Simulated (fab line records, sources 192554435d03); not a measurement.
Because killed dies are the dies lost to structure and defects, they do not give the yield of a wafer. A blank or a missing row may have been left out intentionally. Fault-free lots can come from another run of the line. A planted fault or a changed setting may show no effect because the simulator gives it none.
Problem report, 8D (eight disciplines) form, completed by code || flow n5-finfet || the parts of the form that need people (team, actions taken, sign-off) are left out

1. THE PROBLEM
Mean SDB_OVL at N5_SDB_OVL_MEAS_12: 21.9 nm over 6 wafers in 2 lots; fault-free wafers: -0.1 nm, standard deviation 0.65. That puts it +34 standard deviations away from the usual mean.
Earliest sighting: wafer L107.4 on overlay-01 at day 7 02:46. Wafers with a number at this step in the record: 34, from 12 lots. The rule behind "out" and "out of limits": a value lying over 4 standard deviations away from the usual mean. The rest of the wafers with a number are treated as sound.

2. WHAT IT IS, WHAT IT ISN'T
{"question": "which readings at this step", "is": "SDB_OVL", "is not": "-"}
{"question": "which lots", "is": "L107, L110", "is not": "L100, L101, L102, L111, L112, L114, L117, L996, L997, L999"}
{"question": "which wafers of those lots", "is": "all that have a number", "is not": "-"}
{"question": "read on which gauges", "is": "overlay-01, overlay-02", "is not": "-"}
{"question": "when", "is": "from day 7 02:46", "is not": "up to then (18 sound wafers); but 10 sound wafers of L111, L112, L114, L117 came after"}

3. SUSPECTS, AND WHAT RULES EACH OUT
Counting: a tool at any process step up to the reading remains a suspect when it ran all the lots that are out and ran no sound lot after the first of those.
- the gauge at N5_SDB_OVL_MEAS_12 is ruled out. The wafers that are out were read on 2 gauges (overlay-01, overlay-02).
- arfi-scanner-01 at N5_SDB_EXPOSE_08 (exposes mask SDB): kept. Every lot that is out went through it, starting with L107 (day 7 02:38), and after that it ran no sound lot; the last sound lot it ran before then is L101 (day 5 06:58).
Remaining after the count: arfi-scanner-01 at N5_SDB_EXPOSE_08.

4. THE CAUSE (what the simulator had put in)
Scanner matching overlay: arfi-scanner-01, from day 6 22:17 on, at N5_SDB_EXPOSE_08. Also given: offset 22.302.
The count eliminated every tool but this one.

5. SEQUENCE OF EFFECTS, ordered by route
Each row: a reading where the mean over the struck wafers with a number is more than 3 standard deviations away from the usual. Only readings whose record carries a usual standard deviation are examined. hours: median over the lots of the time between each lot's start at the first step of this table that gives one and its start at this step. sigmas: the change, counted in usual standard deviations.
{"hours": 0, "step": "N5_SDB_OVL_MEAS_12", "reading": "SDB_OVL", "usual": "-0.1 nm", "on struck wafers": 21.9, "change": "+22.0", "sigmas": "+34"}
{"hours": 215, "step": "N5_PASSIVATION_PROBE_49", "reading": "killed-at-front-end", "usual": 39, "on struck wafers": 1106, "change": "+1067", "sigmas": "+97"}
{"hours": 215, "step": "N5_PASSIVATION_PROBE_49", "reading": "killed-dies", "usual": 101, "on struck wafers": 1180, "change": "+1079", "sigmas": "+54"}
{"hours": 215, "step": "N5_PASSIVATION_PROBE_49", "reading": "killed-on-rim", "usual": 13, "on struck wafers": 152, "change": "+139", "sigmas": "+34"}
The process steps in it:
- N5_PASSIVATION_PROBE_49

6. WHAT WOULD HAVE CAUGHT IT SOONER
Counted from the fault's start at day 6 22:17, it took 4 hours until the first out-of-limits reading at a measuring or inspecting step in this record, taken at day 7 02:46.
No tool reading at N5_SDB_EXPOSE_08 that has a usual standard deviation in the record was out on any struck wafer, so an alarm limit of 4 standard deviations on those readings would not have fired.
Among the 2 lots that are out, L110 began N5_SDB_EXPOSE_08 on arfi-scanner-01 after day 7 02:46. Holding the tool at that time would have saved it.
